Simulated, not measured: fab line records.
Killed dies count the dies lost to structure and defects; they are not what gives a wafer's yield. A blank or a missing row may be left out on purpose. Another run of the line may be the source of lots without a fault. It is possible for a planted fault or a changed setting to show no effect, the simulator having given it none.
fab line records | flow nand-harc
record lots=11 wafers=33 last-day=34
route steps=1302 shown A_STAIRCASE@831 END@1302
lots that met no fault: from a run of the same line without faults
start-h: start of the lot's first displayed wafer, in hours after the record's first day | wait-h: hours elapsed since this lot's preceding step | " the same as in the row above | L1.1+2: one row covering several wafers at once | - either no value or no given start | * or withheld: withheld | < > ~ a bound
route shown NAME@n: names a module that has steps shown in the file, with the first one's number in the route | usual: mean/standard deviation taken from wafers without a fault | same: alike in all rows | chamber/n: place in a boat | sites: readings site by site | _std_site: the standard deviation of these | _edge_site: outer sites' mean less inner sites' | radius-mm: for every site, how far away it sits from the centre of the wafer | mask NAME#n: copy n | behind: the last tool/chamber to shape the wafer | hold: why the lot was held/for how many hours/how that ended | device: which transistor (n, p or np) failed to switch | end of line: the same wafers' tests at the end of the route | step lacking rows: just its recipe | killed: at the first sort, the dies lost to defects and structure; wafer yield is something else | map: shows each die of a wafer: x if killed, . if not, _ if none is there
set.NAME: the setting that was run; set.NAME@STEP: the one run at that earlier step | model.NAME: the simulator's own value behind a step, which no gauge read
the route's steps for a sample of lots (tables are steps, rows are wafers)
services: the hour from which a tool's chamber was out of use, counted from the record's first day as start-h (under 0 if before that day), plus the number of hours and why
## steps
# step NHARC_A_STAIRCASE_ETCH_313
# recipe cf4-flow-sccm=100 chf3-flow-sccm=30 ar-flow-sccm=0 rf-w=500 bias-w=200 chemistry=CF4/CHF3
# usual chamber-pressure-mTorr=25.001/0.027 drypump-motor-current-A=5.7/0.38 oes-product-au=0.937/0.022 rf-vpp-V=371.4/2.7 showerhead-plenum-p-Torr=1.60/0.079 throttle-valve-pct=16.802/0.0093
# columns lot.wafer tool chamber start-h wait-h chamber-pressure-mTorr drypump-motor-current-A oes-product-au rf-hours-counter-h rf-vpp-V showerhead-plenum-p-Torr throttle-valve-pct
L298.4 rie-diel-11 0 393.66 0.1 25.003 5.5 0.932 35 366.8 1.48 16.802
L298.1 " 1 " " 25.010 6.2 0.954 40 369.7 1.53 16.791
L298.6 " 0 " " 24.977 5.5 0.937 - 368.4 1.48 16.795
L300.3 rie-diel-04 3 408.16 0.1 24.948 5.2 0.923 13 365.5 1.48 16.798
L300.5 " 2 " " 25.013 5.4 0.911 - 370.0 1.56 16.791
L300.6 " 1 " " 25.016 6.0 0.899 - 372.9 1.68 16.784
L301.3 rie-diel-04 0 424.98 0.1 24.977 5.5 0.921 9 372.6 1.70 16.798
L301.2 " 1 " " 25.007 6.0 0.915 18 374.1 1.68 16.809
L301.5 " 0 " " 25.015 5.5 0.922 - 375.2 1.70 16.809
L302.4 rie-diel-11 3 425.66 0.1 25.009 5.2 0.901 51 370.7 1.61 16.818
L302.6 " 3 " " 24.946 5.1 0.906 - 372.4 1.61 16.788
L302.5 " 0 " " 24.979 5.5 0.916 - 368.3 1.47 16.792
L304.3 rie-diel-11 2 447.34 0.1 25.008 5.7 0.982 1 368.9 1.51 16.820
L304.1 " 3 " " 24.974 5.2 0.956 1 371.7 1.60 16.798
L304.5 " 3 " " 25.019 5.2 0.950 - 371.8 1.61 16.808
L305.1 rie-diel-11 3 453.86 0.1 25.014 5.1 0.986 3 372.0 1.60 16.806
L305.2 " 0 " " 24.994 5.5 0.950 3 368.0 1.47 16.797
L305.3 " 1 " " 25.030 6.2 0.973 3 368.7 1.52 16.784
L310.2 rie-diel-03 1 484.72 0.1 24.989 5.2 0.930 8 369.0 1.52 16.805
L310.5 " 2 " " 25.016 6.1 0.955 - 374.6 1.70 16.812
L310.6 " 3 " " 25.012 6.3 0.922 - 370.8 1.61 16.804
L313.3 rie-diel-03 2 534.75 0.1 25.008 6.1 0.939 25 375.0 1.69 16.788
L313.2 " 0 " " 24.961 5.6 0.928 18 372.4 1.67 16.807
L313.6 " 2 " " 24.993 6.1 0.945 - 375.5 1.69 16.807
L319.1 rie-diel-04 0 589.43 0.1 24.970 5.5 0.921 15 373.5 1.68 16.797
L319.2 " 1 " " 24.979 6.0 0.897 13 373.7 1.67 16.802
L319.3 " 3 " " 25.021 5.2 0.912 16 374.7 1.70 16.797
L320.1 rie-diel-03 1 599.86 0.1 25.027 5.3 0.927 42 369.3 1.51 16.788
L320.4 " 2 " " 24.973 6.1 0.944 44 374.7 1.69 16.791
L320.3 " 3 " " 24.971 6.3 0.915 38 372.0 1.61 16.817
L321.2 rie-diel-03 1 611.97 0.1 24.986 5.2 0.930 47 367.9 1.51 16.783
L321.5 " 0 " " 25.002 5.6 0.940 - 373.3 1.66 16.791
L321.6 " 1 " " 24.989 5.3 0.925 - 368.3 1.51 16.805
# step NHARC_A_STAIRCASE_ALD_415
# recipe target-thk-a=300 pulse-time-s=6 ald-cycles=300 temp-c=300 material=SiO2
# usual heater-power-w=487/35 precursor-pulse-height-rel=1.000/0.019 susceptor-temp-C=299.98/0.17
# columns lot.wafer tool chamber start-h wait-h heater-power-w precursor-pulse-height-rel susceptor-temp-C
L298.1 ald-hk-01 3 395.42 0.1 457 1.013 300.17
L298.4 " 1 " " 517 1.016 299.87
L298.6 " 3 " " 431 1.013 299.88
L300.3 ald-hk-03 3 410.84 0.8 376 1.031 299.93
L300.6 " 0 " " 526 0.982 300.10
L300.5 " 1 " " 492 1.016 299.96
L301.3 ald-hk-04 0 426.93 0.1 465 1.010 299.95
L301.2 " 1 " " 481 1.001 300.09
L301.5 " 0 " " 458 1.008 299.88
L302.4 ald-hk-01 3 427.82 0.3 458 0.998 299.70
L302.6 " 3 429.60 2.1 453 0.981 299.73
L302.5 " 0 " " 467 0.995 299.93
L304.1 ald-hk-03 1 449.86 0.8 497 0.990 299.86
L304.3 " 3 " " 373 0.993 300.20
L304.5 " 1 " " 498 0.990 299.98
L305.2 ald-hk-03 0 455.64 0.1 512 1.013 300.07
L305.1 " 2 " " 460 0.995 300.22
L305.3 " 3 " " 378 1.041 299.88
L310.2 ald-hk-04 1 486.47 0.1 498 1.012 -
L310.5 " 1 " " 491 1.027 -
L310.6 " 2 " " 463 0.976 -
L313.3 ald-hk-01 0 536.79 0.1 489 1.026 299.90
L313.2 " 1 " " 522 0.973 299.84
L313.6 " 0 " " 479 0.962 299.95
L319.2 ald-hk-04 1 591.25 0.1 514 0.998 300.23
L319.3 " 2 " " 485 1.013 299.80
L319.1 " 0 " " 453 0.971 300.23
L320.1 ald-hk-04 1 601.64 0.1 489 1.021 299.88
L320.3 " 2 " " 481 0.968 300.00
L320.4 " 0 " " 466 0.977 300.00
L321.2 ald-hk-01 3 615.62 1.4 491 1.014 300.17
L321.6 " 0 " " 479 1.008 299.96
L321.5 " 1 " " 527 0.985 299.72
# step NHARC_A_STAIRCASE_STRIP_476
# recipe time-s=20 o2-flow-sccm=500 ar-flow-sccm=0 bias-w=0 chemistry=O2
# usual chamber-pressure-mTorr=59.99/0.054 drypump-motor-current-A=5.7/0.38 oes-product-au=1.002/0.015 rf-vpp-V=57.7/0.93 showerhead-plenum-p-Torr=3.53/0.18 throttle-valve-pct=17.036/0.009
# columns lot.wafer tool chamber start-h wait-h chamber-pressure-mTorr drypump-motor-current-A oes-product-au rf-hours-counter-h rf-vpp-V showerhead-plenum-p-Torr throttle-valve-pct
L298.1 rie-diel-11 1 397.66 0.1 60.00 6.2 1.023 41 57.7 3.43 17.035
L298.4 " 2 " " 60.06 5.7 0.992 44 57.6 3.39 17.035
L298.6 " 1 " " 59.96 6.2 1.014 - 57.3 3.43 17.019
L300.3 rie-diel-03 2 412.33 0.1 59.99 6.1 1.016 37 56.6 3.28 17.040
L300.5 " 0 " " 60.11 5.6 1.011 - 57.0 3.75 17.045
L300.6 " 1 " " 59.98 5.2 1.005 - 56.9 3.43 17.040
L301.3 rie-diel-11 2 429.13 0.1 59.93 5.7 0.992 54 58.3 3.39 17.035
L301.2 " 0 " " 59.97 5.5 0.990 49 57.6 3.31 17.048
L301.5 " 3 " " 59.92 5.2 0.975 - 57.6 3.60 17.031
L302.4 rie-diel-03 1 431.27 0.1 60.00 5.3 1.001 44 58.0 3.43 17.025
L302.5 " 1 " " 59.90 5.2 1.000 - 57.3 3.43 17.034
L302.6 " 2 " " 60.01 6.1 1.003 - 56.6 3.28 17.033
L304.3 rie-diel-04 1 452.02 0.1 59.98 6.1 0.991 27 57.3 3.76 17.047
L304.1 " 3 " " 60.05 5.2 1.014 33 57.6 3.30 17.037
L304.5 " 0 " " 60.13 5.5 1.006 - 57.2 3.80 17.038
L305.2 rie-diel-11 1 457.79 0.1 59.97 6.2 1.022 4 56.8 3.42 17.024
L305.3 " 3 " " 59.89 5.2 1.007 3 58.5 3.60 17.019
L305.1 " 0 " " 60.00 5.5 0.977 3 59.8 3.31 17.029
L310.2 rie-diel-04 1 488.71 0.1 60.00 6.0 0.982 41 58.1 3.75 17.027
L310.5 " 2 " " 59.94 5.4 0.997 - 58.5 3.49 17.036
L310.6 " 3 " " 59.95 5.2 1.019 - 56.4 3.30 17.043
L313.2 rie-diel-03 2 539.00 0.1 59.88 6.1 1.012 27 59.3 3.79 17.060
L313.3 " 3 " " 59.96 6.3 0.990 22 57.5 3.61 17.025
L313.6 " 2 " " 60.02 6.2 1.021 - 56.8 3.79 17.042
L319.3 rie-diel-11 3 593.43 0.1 59.98 5.2 1.015 50 57.5 3.57 17.022
L319.2 " 0 " " 59.94 5.5 0.998 47 56.7 3.28 17.022
L319.1 " 1 " " 60.00 6.2 1.016 51 57.4 3.39 17.034
L320.3 rie-diel-11 3 603.89 0.1 59.88 5.2 1.006 52 59.2 3.57 17.046
L320.4 " 0 " " 59.92 5.5 0.987 49 57.4 3.28 17.036
L320.1 " 1 " " 59.96 6.2 1.021 54 57.6 3.39 17.053
L321.2 rie-diel-03 1 617.79 0.1 59.98 5.2 0.988 51 58.5 3.39 17.027
L321.6 " 0 " " 59.94 5.6 1.016 - 58.7 3.72 17.039
L321.5 " 1 " " 60.14 5.2 1.004 - 57.4 3.39 17.045
# step NHARC_A_STAIRCASE_CVD_552
# recipe target-thk-a=400 temp-c=700 pressure-mtorr=300 material=SiNx
# usual spike-tc-lower-C=700.9/1.2 spike-tc-top-C=714.7/2.2 susceptor-temp-C=700.0/0.34
# columns lot.wafer tool chamber start-h wait-h spike-tc-lower-C spike-tc-top-C susceptor-temp-C
L298.1 lpcvd-01 1 406.26 - 699.8 719.4 699.4
L298.4 " 1 " " 697.6 720.2 699.7
L298.6 " 1 " " 698.9 719.6 699.9
L300.3 lpcvd-02 1 420.69 4.2 701.5 714.6 700.2
L300.5 " 1 " " 702.1 715.5 700.3
L300.6 " 1 " " 700.4 716.6 700.6
L301.2 lpcvd-02 0 438.51 3.2 703.1 712.8 700.0
L301.3 " 0 " " 703.2 713.6 699.8
L301.5 " 0 " " 702.2 714.5 700.0
L302.4 lpcvd-02 0 438.51 - 702.4 711.9 700.0
L302.5 " 0 " " 700.3 713.8 699.6
L302.6 " 0 " " 701.8 710.9 700.3
L304.1 lpcvd-01 0 458.49 - 700.1 713.8 700.4
L304.3 " 0 " " 698.6 713.2 700.1
L304.5 " 0 " " 701.0 714.5 700.0
L305.1 lpcvd-02 0 465.23 - 700.5 713.7 700.1
L305.2 " 0 " " 701.5 711.9 700.6
L305.3 " 0 " " 702.5 713.9 700.0
L310.2 lpcvd-02 1 496.05 - 701.0 714.1 700.1
L310.5 " 1 " " 699.6 714.6 700.0
L310.6 " 1 " " 701.9 713.4 699.9
L310.2 lpcvd-02 1 502.89 3.6 702.4 714.0 700.1
L310.5 " 1 " " 700.5 715.7 699.9
L310.6 " 1 " " 701.0 715.1 700.3
L313.2 lpcvd-01 0 544.35 - 701.1 714.4 700.2
L313.3 " 0 " " 701.0 714.1 699.9
L313.6 " 0 " " 702.0 714.6 699.6
L313.2 lpcvd-01 0 548.23 0.7 700.5 714.0 700.1
L313.3 " 0 " " 700.1 715.2 700.0
L313.6 " 0 " " 700.1 713.6 700.3
L319.1 lpcvd-02 1 600.81 - 699.7 714.9 699.5
L319.2 " 1 " " 700.8 713.6 699.9
L319.3 " 1 " " 700.6 713.7 699.9
L320.1 lpcvd-02 1 614.53 - 700.4 715.5 700.4
L320.3 " 1 " " 699.4 715.7 699.7
L320.4 " 1 " " 700.9 714.6 699.8
L321.2 lpcvd-02 0 625.61 - 700.6 716.1 700.0
L321.5 " 0 " " 702.1 716.7 699.7
L321.6 " 0 " " 701.5 712.4 699.2
# step NHARC_END_SORT_01
# recipe temp-c=25
# usual killed-at-array=55/19 killed-at-other=0.9/1.4 killed-at-periphery=3.8/2.9 killed-dies=60/19 killed-open=3.3/1.8 killed-short=2.6/1.6
# same gross-dies=677
# columns lot.wafer tool chamber start-h wait-h killed-at-array killed-at-other killed-at-periphery killed-dies killed-open killed-short
L310.2 prober-02 0 668.71 2.8 667 0 10 677 3 4
L310.5 prober-02 0 671.09 3.7 668 0 9 677 2 5
L310.6 prober-02 0 671.88 4.0 670 1 6 677 5 2
L313.2 prober-01 0 704.14 2.8 667 0 10 677 5 4
L313.3 prober-01 0 704.93 3.1 670 1 6 677 5 4
L313.6 prober-01 0 707.30 3.9 669 1 7 677 3 3
# killed by level:class
L310.2 A_STAIRCASE:area-cvd=627 A_CHANNEL_HOLE_D2:chamber-film-flake=12 A_SLIT:chamber-film-flake=6 P_BONDPAD:chamber-film-flake=5 A_CHANNEL_HOLE_D1:chamber-film-flake=5 A_CONTACT:chamber-film-flake=5 A_ONON_D1:geometric-particle:short=2 P_ZERO_WELL:chamber-film-flake=2
L310.5 A_STAIRCASE:area-cvd=635 A_CHANNEL_HOLE_D2:chamber-film-flake=14 P_GATE:chamber-film-flake=5 A_CHANNEL_HOLE_D1:chamber-film-flake=4 A_STAIRCASE:chamber-film-flake=3 A_CONTACT:chamber-film-flake=3 A_CHANNEL_FILL_D1:geometric-particle:short=2 P_M2:chamber-film-flake=2
L310.6 A_STAIRCASE:area-cvd=637 A_CHANNEL_HOLE_D2:chamber-film-flake=13 P_BONDPAD:chamber-film-flake=5 A_CHANNEL_HOLE_D1:chamber-film-flake=5 A_CONTACT:chamber-film-flake=4 A_SLIT:chamber-film-flake=3 P_M0:geometric-particle:open=1 A_ONON_D1:geometric-particle:open=1
L313.2 A_STAIRCASE:area-cvd=619 A_SLIT:chamber-film-flake=20 A_CONTACT:chamber-film-flake=13 P_GATE:chamber-film-flake=6 A_CHANNEL_HOLE_D1:chamber-film-flake=4 A_DECK1_JOINT:geometric-particle:open=2 A_ONON_D2:geometric-particle:short=2 P_M0:chamber-film-flake=2
L313.3 A_STAIRCASE:area-cvd=622 A_SLIT:chamber-film-flake=26 A_CHANNEL_HOLE_D1:chamber-film-flake=9 A_CONTACT:chamber-film-flake=5 P_M0:chamber-film-flake=2 P_GATE:geometric-particle:open=1 P_CONTACT:geometric-particle:open=1 P_M1:geometric-particle:short=1
L313.6 A_STAIRCASE:area-cvd=611 A_SLIT:chamber-film-flake=35 A_CONTACT:chamber-film-flake=7 A_CHANNEL_HOLE_D1:chamber-film-flake=5 P_GATE:chamber-film-flake=3 A_CHANNEL_FILL_D2:chamber-film-flake=2 P_M1:geometric-particle:short=1 A_CHANNEL_FILL_D1:geometric-particle:open=1
## services
# columns tool chamber start-h hours kind
lpcvd-02 - 388.33 26.0 pm
rie-diel-11 0 389.26 - clean
rie-diel-11 1 389.26 - clean
rie-diel-11 2 389.26 - clean
rie-diel-11 3 389.26 - clean
ald-hk-03 - 390.00 10.0 pm
rie-diel-04 0 393.17 26.6 repair
rie-diel-11 0 413.88 - clean
rie-diel-11 1 413.88 - clean
rie-diel-11 2 413.88 - clean
rie-diel-11 - 434.79 9.0 pm
ald-hk-04 - 436.14 10.0 pm
lpcvd-02 - 454.80 0.4 repair
lpcvd-01 - 455.74 0.3 repair
rie-diel-03 - 458.59 9.0 pm
ald-hk-04 - 469.89 0.2 repair
rie-diel-03 2 517.55 7.5 repair
lpcvd-02 - 527.63 0.5 repair
rie-diel-04 - 535.82 9.0 pm
rie-diel-03 3 546.16 10.6 repair
ald-hk-03 - 568.00 10.0 pm
rie-diel-04 3 595.62 12.3 repair
rie-diel-11 - 611.84 9.0 pm
ald-hk-04 - 614.14 10.0 pm
## key
first-sign step=NHARC_A_STAIRCASE_CVD_552 reading=visit direction=added
effect step=NHARC_END_SORT_01 reading=killed-dies direction=up sigmas=33 usual=60 struck=677
more-kills-born-at NHARC_A_STAIRCASE_CVD_552@lpcvd-02=1899 NHARC_A_STAIRCASE_CVD_552@lpcvd-01=1852
met-at NHARC_A_STAIRCASE_CVD_552
struck-lots L310,L313
later-rows-left-out L310.2,L310.5,L310.6,L313.2,L313.3,L313.6
tester-left-out L310,L313
not-acting-at NHARC_A_STAIRCASE_ETCH_313,NHARC_A_STAIRCASE_ALD_415,NHARC_A_STAIRCASE_STRIP_476
fault kind=repeated-step-whole tool=lpcvd-01,lpcvd-02 chamber=- onset-h=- steps=NHARC_A_STAIRCASE_CVD_552 times=1 scope=struck-lots-only
# tester-left-out: of these lots the tester's yield and bins aren't shown, on N5 and GAA mostly nor the transistor test; their killed dies are dies lost to structure and defects alone, not to doping, threshold or leakage, so they don't give the yield
# later-rows-left-out: the simulator's readings of these wafers behind a module that went badly wrong aren't trusted and aren't shown, but for the sort
